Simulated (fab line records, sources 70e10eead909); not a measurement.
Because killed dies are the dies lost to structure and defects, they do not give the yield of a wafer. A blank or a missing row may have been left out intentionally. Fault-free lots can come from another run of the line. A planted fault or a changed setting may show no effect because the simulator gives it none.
Which tool did it? || flow nand_harc || Sampling: 6 lots, 18 wafers, 5 of 1302 route steps

== WHAT THE GAUGES READ, wafer by wafer ==
NHARC_END_SORT_01.
lot || measured || on || defect_limited_yield (%)

== TOOL THAT RAN EACH LOT (tool first, then ch and the chambers of the sampled wafers, then the start) ==
{"lot": "L373", "NHARC_A_M0_ETCH_34": "rie_diel-05 ch 1,2,3, day 22 22:39", "NHARC_A_M0_STRIP_18": "rie_diel-10 ch 0,1,3, day 22 22:59", "NHARC_A_M0_DEGAS_28": "pvd_sputter-01, day 22 23:32", "NHARC_A_M0_PRE_CLEAN_29": "pvd_sputter-01, day 22 23:35"}
{"lot": "L377", "NHARC_A_M0_ETCH_34": "rie_diel-05 ch 0,3, day 24 01:30", "NHARC_A_M0_STRIP_18": "rie_diel-09 ch 0,1,3, day 24 01:52", "NHARC_A_M0_DEGAS_28": "pvd_sputter-01, day 24 02:19", "NHARC_A_M0_PRE_CLEAN_29": "pvd_sputter-01, day 24 02:23"}
{"lot": "L380", "NHARC_A_M0_ETCH_34": "rie_diel-05 ch 0,1,2, day 25 04:10", "NHARC_A_M0_STRIP_18": "rie_diel-10 ch 0,2,3, day 25 04:30", "NHARC_A_M0_DEGAS_28": "pvd_sputter-02, day 25 05:00", "NHARC_A_M0_PRE_CLEAN_29": "pvd_sputter-02, day 25 05:04"}
{"lot": "L391", "NHARC_A_M0_ETCH_34": "rie_diel-05 ch 2,3, day 30 17:22", "NHARC_A_M0_STRIP_18": "rie_diel-09 ch 2,3, day 30 17:41", "NHARC_A_M0_DEGAS_28": "pvd_sputter-02, day 30 18:13", "NHARC_A_M0_PRE_CLEAN_29": "pvd_sputter-02, day 30 18:17"}
{"lot": "L395", "NHARC_A_M0_ETCH_34": "rie_diel-09 ch 0,2, day 31 15:37", "NHARC_A_M0_STRIP_18": "rie_diel-09 ch 0,1,3, day 31 15:55", "NHARC_A_M0_DEGAS_28": "pvd_sputter-02, day 31 16:26", "NHARC_A_M0_PRE_CLEAN_29": "pvd_sputter-02, day 31 16:30"}
{"lot": "L394", "NHARC_A_M0_ETCH_34": "rie_diel-10 ch 0,2,3, day 32 01:10", "NHARC_A_M0_STRIP_18": "rie_diel-10 ch 0,2, day 32 01:32", "NHARC_A_M0_DEGAS_28": "pvd_sputter-01, day 32 02:04", "NHARC_A_M0_PRE_CLEAN_29": "pvd_sputter-01, day 32 02:07"}
- NHARC_A_M0_ETCH_34: etches the open film in N2/H2, target depth 40 nm, overetch 12 nm, time 43.94 s.
- NHARC_A_M0_STRIP_18: strips in N2/H2.
- NHARC_A_M0_DEGAS_28: time 60 s.
- NHARC_A_M0_PRE_CLEAN_29: time 30 s.

== THE ANSWER, worked out from the rows above alone ==
Rule: what is usual is taken from the lots themselves. The widest of any qualifying gaps counts: lots, ordered by their means at a reading, are off when they make up no more than a third of the lots, leave a main group of 4 or more, and stand apart from it by 3 or more times the standard deviation of that group's means. If all means in a main group match to the digits the tables above print for the reading, that group is not used. A lot without any number at a reading at which 4 lots or more have one is off too. All remaining lots with rows at the step are treated as sound.
Nothing can be told from this: no lot is off at any reading shown.

== WHAT THE SIMULATOR HAD INSERTED ==
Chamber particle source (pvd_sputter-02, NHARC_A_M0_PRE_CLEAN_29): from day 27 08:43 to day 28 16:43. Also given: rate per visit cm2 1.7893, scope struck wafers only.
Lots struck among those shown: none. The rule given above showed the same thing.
